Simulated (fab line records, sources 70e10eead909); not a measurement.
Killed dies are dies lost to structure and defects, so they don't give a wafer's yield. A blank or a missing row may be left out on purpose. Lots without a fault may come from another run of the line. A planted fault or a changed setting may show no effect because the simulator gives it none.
Tool commonality check | flow nand_harc | 12 lots, 36 wafers sampled

WHY IT WAS OPENED
At NHARC_P_ZERO_WELL_INSPECT_43 the reading raw_defect_count is flagged on 2 of 12 lots. Wafers without a fault read 12, standard deviation 5.4.
Rule: a lot is flagged when every wafer of it that has a number lies more than 4 standard deviations from that mean, or none has a number. The other lots count as sound.

lot  | measured     | on                | raw_defect_count, wafer by wafer | flag
L730 | day 2 03:49  | defect_inspect-01 | 4 6 10                           |
L731 | day 2 13:27  | defect_inspect-02 | 17 20 15                         |
L733 | day 3 09:26  | defect_inspect-02 | 15 18 20                         |
L735 | day 4 05:25  | defect_inspect-02 | 8 9 12                           |
L737 | day 5 01:27  | defect_inspect-02 | 14 5 11                          |
L739 | day 5 21:52  | defect_inspect-01 | 9 5 14                           |
L741 | day 6 17:45  | defect_inspect-01 | 7 9 5                            |
L742 | day 7 03:34  | defect_inspect-01 | 284 277 267                      | FLAGGED
L743 | day 7 13:38  | defect_inspect-02 | 5 9 14                           |
L744 | day 8 00:08  | defect_inspect-02 | 295 304 297                      | FLAGGED
L750 | day 10 11:46 | defect_inspect-01 | 14 19 16                         |
L752 | day 11 07:38 | defect_inspect-02 | 12 4 6                           |
The numbers of the flagged lots are 287 on average: +275 against the usual, or +51 standard deviations.

WHICH TOOL RAN EACH LOT
The record holds 1 process step before the reading, out of a route of 1302 steps. In each cell: the tool, then ch and the chambers that the sampled wafers went through, then the start.
lot  | flag    | NHARC_P_ZERO_WELL_PECVD_02
L730 |         | pecvd-02 ch 0,2, day 1 20:29
L731 |         | pecvd-02 ch 0,1, day 2 06:29
L733 |         | pecvd-03 ch 0,1,2, day 3 02:26
L735 |         | pecvd-01 ch 0,1,2, day 3 22:29
L737 |         | pecvd-03 ch 0,2, day 4 18:27
L739 |         | pecvd-02 ch 0,2, day 5 14:31
L741 |         | pecvd-02 ch 0,1,2, day 6 10:29
L742 | FLAGGED | pecvd-02 ch 0,1,2, day 6 20:34
L743 |         | pecvd-01 ch 1,2, day 7 06:26
L744 | FLAGGED | pecvd-02 ch 0,1, day 7 16:31
L750 |         | pecvd-01 ch 0,1, day 10 04:29
L752 |         | pecvd-02 ch 0,1,2, day 11 00:32
What these steps do:
- NHARC_P_ZERO_WELL_PECVD_02: deposits SiO2, target thk 10 nm.
- NHARC_P_ZERO_WELL_INSPECT_43

FLAGGED OVER TOTAL, TOOL BY TOOL (the gauges that took the reading come last)
step                         | tool              | lots run | flagged | share of the flagged lots | sound lots run after its first flagged lot
NHARC_P_ZERO_WELL_PECVD_02   | pecvd-01          | 3        | 0       | none                      | -
NHARC_P_ZERO_WELL_PECVD_02   | pecvd-02          | 7        | 2       | all                       | 1 (L752)
NHARC_P_ZERO_WELL_PECVD_02   | pecvd-03          | 2        | 0       | none                      | -
NHARC_P_ZERO_WELL_INSPECT_43 | defect_inspect-01 | 5        | 1       | some                      | 1 (L750)
NHARC_P_ZERO_WELL_INSPECT_43 | defect_inspect-02 | 7        | 1       | some                      | 1 (L752)

WHAT THE TABLE ALLOWS
1 row of the table ran every flagged lot: pecvd-02 at NHARC_P_ZERO_WELL_PECVD_02.
- pecvd-02 at NHARC_P_ZERO_WELL_PECVD_02: 2 of its 7 lots flagged. Sound lots ran on it after the first flagged one (L752), which a lasting fault on the whole tool wouldn't allow.
No row of the table ran every flagged lot and no sound lot after the first.

WHAT THE SIMULATOR HAD PUT IN
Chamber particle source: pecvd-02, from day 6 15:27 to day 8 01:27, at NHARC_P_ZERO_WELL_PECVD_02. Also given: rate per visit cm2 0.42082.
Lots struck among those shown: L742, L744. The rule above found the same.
